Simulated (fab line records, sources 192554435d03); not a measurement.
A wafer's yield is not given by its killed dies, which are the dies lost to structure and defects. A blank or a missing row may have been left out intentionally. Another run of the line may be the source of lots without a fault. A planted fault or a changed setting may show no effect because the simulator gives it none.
Split-lot trial	flow n5-finfet	route with 1938 steps; 7 lots, 21 wafers read

ON THE SPLIT
At N5_ZERO_LAYER_COAT_05 (resist thk 1000 nm), the setting spin-rpm was moved away from the recipe's 1500 rpm on 10 of the 21 wafers read, by -9.7% to +6.4%. This setting was run at the recipe's value on the other wafers.

FROM THE SPLIT TO THE READING: what the file shows between them, 4 steps
- N5_ZERO_LAYER_DEVELOP_10: develop time 60 s (also split here: develop-time-s)
- N5_ZERO_LAYER_HARDBAKE_23: time 120 s
- N5_ZERO_LAYER_DESCUM_16: chemistry O2, time 7.9 s
- N5_ZERO_LAYER_ETCH_17: etches SiO2 in CF4, target depth 12 nm, time 13.3 s

THE READING
coat_of_ZERO_LAYER_COAT_05.thk-nm (the simulator's own value, which no gauge read), in nm, at N5_ZERO_LAYER_ETCH_18 (etches Si in HBr/Cl2, target depth 120 nm, time 40 s). There is no usual value for it anywhere in the file. Average 930.5 nm, standard deviation 3.7 nm, over the 11 wafers here run with the recipe.

wafer	tool, chamber at the split	spin-rpm as run, rpm	against the recipe	coat_of_ZERO_LAYER_COAT_05.thk-nm, nm	against lot-mates on the recipe
L081.1	litho-track-03, 0	1500	recipe	931.1	-
L081.2	litho-track-03, 0	1574	+4.9%	905.1	-26.1
L081.3	litho-track-03, 0	1500	recipe	931.2	-
L082.2	litho-track-03, 0	1500	recipe	934	-
L082.4	litho-track-03, 0	1500	recipe	930.4	-
L082.6	litho-track-03, 0	1500	recipe	934.8	-
L084.2	litho-track-02, 0	1500	recipe	929.4	-
L084.3	litho-track-02, 0	1500	recipe	928.9	-
L084.6	litho-track-02, 0	1500	recipe	930.3	-
L087.1	litho-track-03, 0	1500	recipe	932	-
L087.2	litho-track-03, 0	1596	+6.4%	901.9	-30.1
L087.3	litho-track-03, 0	1596	+6.4%	899.4	-32.6
L090.2	litho-track-02, 0	1359	-9.4%	982.7	no lot-mate on the recipe
L090.3	litho-track-02, 0	1359	-9.4%	983.8	no lot-mate on the recipe
L090.5	litho-track-02, 0	1359	-9.4%	983.4	no lot-mate on the recipe
L091.2	litho-track-03, 0	1355	-9.7%	986.2	+52.5
L091.3	litho-track-03, 0	1355	-9.7%	988.4	+54.7
L091.6	litho-track-03, 0	1500	recipe	933.7	-
L092.2	litho-track-04, 0	1500	recipe	920.2	-
L092.4	litho-track-04, 0	1382	-7.9%	963.4	+43.2
L092.6	litho-track-04, 0	1382	-7.9%	967.3	+47.1

FIT RESULTS
A straight line over all 21 wafers: coat_of_ZERO_LAYER_COAT_05.thk-nm changes by -5.29 nm for each +1% of spin-rpm; r = -0.99; the points scatter about the line by 4.4 nm.
The same after taking each lot's own level away (the mean of its wafers on the recipe; 18 wafers): -5.43 nm for each +1%; r = -1.00; scatter 1.8 nm.
On that fit, the largest move of spin-rpm shifts the reading by 52 nm.
The span of the lots' own levels, 920.20 to 933.70 nm, comes to 3.6 times the standard deviation stated above.
Hence the lot-to-lot level has little effect on the slope; both slopes agree.
Check: for one of the wafers moved furthest among these (-9.7%), held out of the fit, the line's prediction against its lot-mates is +53.5 nm. It came out at +52.5 nm against them.

OTHER SPLITS APPLIED TO THESE WAFERS
These wafers also went through other splits before the reading. Each is held against what the fit with the lots' levels taken away leaves over:
other split on the same wafers	wafers away from the commonest value	r with coat_of_ZERO_LAYER_COAT_05.thk-nm (lot level and that fit taken away)
N5_ZERO_LAYER_DEVELOP_10 develop-time-s	4	+0.04

THE WHOLE CHAIN: every reading that the file lists as answering this split, in the file's order
step	what it does	reading	change (the file's fit)	r (the file's)
N5_ZERO_LAYER_COAT_05	resist thk 1000 nm	coat_of_ZERO_LAYER_COAT_05.thk-nm (the simulator's own value, which no gauge read)	-5.41 nm for each +1% of the setting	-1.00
N5_ZERO_LAYER_ETCH_18	etches Si in HBr/Cl2, target depth 120 nm, time 40 s	coat_of_ZERO_LAYER_COAT_05.thk-nm (the simulator's own value, which no gauge read)	-5.45 nm for each +1% of the setting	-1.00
N5_ZERO_LAYER_STRIP_24	strips in O2	strip-time-to-endpoint-s	withheld for each +1% of the setting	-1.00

FILE'S OWN FIT
coat_of_ZERO_LAYER_COAT_05.thk-nm changes by -5.45 nm for each +1% of spin-rpm, r = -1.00.
